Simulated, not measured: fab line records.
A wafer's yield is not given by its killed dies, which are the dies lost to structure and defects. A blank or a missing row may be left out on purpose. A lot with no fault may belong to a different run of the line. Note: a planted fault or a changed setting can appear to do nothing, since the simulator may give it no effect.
Problem report, 8D (eight disciplines) form, completed by code | flow n5 finfet | the parts of the form that need people (team, actions taken, sign-off) are left out

1. THE ISSUE
Mean of run length s at N5_BEOL_M3_CVD_47: 369.4 s across 5 wafers in 3 lots; on wafers with no fault it is 246.8 s (standard deviation 0.37). So: +99 or more standard deviations from the usual mean.
The step: deposits Co from CCTBA/H2, target thk 3 nm, time 223.8 s.
Seen first at day 9 09:41 on cvd co-01, wafer L963.1. The record has a number at this step for 31 wafers belonging to 11 lots. The rule behind "out" and "out of limits": a value lying over 4 standard deviations away from the usual mean. The rest of the wafers with a number are treated as sound.

2. WHAT THIS IS AND IS NOT
question                    | is                                     | is not
which readings at this step | run length s                           | -
which lots                  | L963, L964, L965                       | L953, L956, L958, L959, L962, L972, L975, L976
which wafers of those lots  | L963.1, L964.1, L964.4, L965.1, L965.4 | L963.5, L964.6
read on which tools         | cvd co-01                              | cvd co-02
when                        | from day 9 09:41                       | up to then (16 sound wafers); but 10 sound wafers of L964, L972, L975, L976 came after

3. SUSPECTS, AND WHAT RULES EACH OUT
Counting: a tool at a process step up to the reading stays a suspect if it ran every lot that is out. Sound lots after the first of them don't rule it out here, since some wafers of a struck lot are sound.
- cvd co-01 at N5_BEOL_M3_CVD_47 (deposits Co from CCTBA/H2, target thk 3 nm, time 223.8 s): kept. It ran every lot that is out, first L963 (day 9 09:41); its last sound lot up to then is L959 (day 8 23:34). Its own run length s readings are out on those wafers.
Remaining after the count: cvd co-01 at N5_BEOL_M3_CVD_47.

4. THE CAUSE (what the simulator had put in)
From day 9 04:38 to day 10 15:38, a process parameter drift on cvd co-01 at N5_BEOL_M3_CVD_47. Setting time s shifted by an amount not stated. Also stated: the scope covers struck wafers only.
Only this tool survived the counting.

5. THE EFFECT CHAIN, in route order
Each row: a reading where the mean over the struck wafers with a number is more than 3 standard deviations away from the usual. Scope: only readings with a usual standard deviation given in the record; hours: median across lots of the time from each lot's start at the first step in this table that gives one to its start at this step; sigmas: change in usual standard deviations.
hours | step              | reading      | usual   | on struck wafers | change | sigmas
0     | N5_BEOL_M3_CVD_47 | run length s | 246.8 s | 369.4            | +122.6 | +99 or more
Process steps it contains:
- N5_BEOL_M3_CVD_47: deposits Co from CCTBA/H2, target thk 3 nm, time 223.8 s.
At these later measuring or inspecting steps, every struck wafer for which the step has a row has a number for every such reading, and none has moved that far: N5_BEOL_M4_RC_MEAS_101.

6. HOW IT WOULD HAVE BEEN CAUGHT EARLIER
5 hours passed between the start of the fault at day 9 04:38 and the first reading out of limits in this record, taken at day 9 09:41.
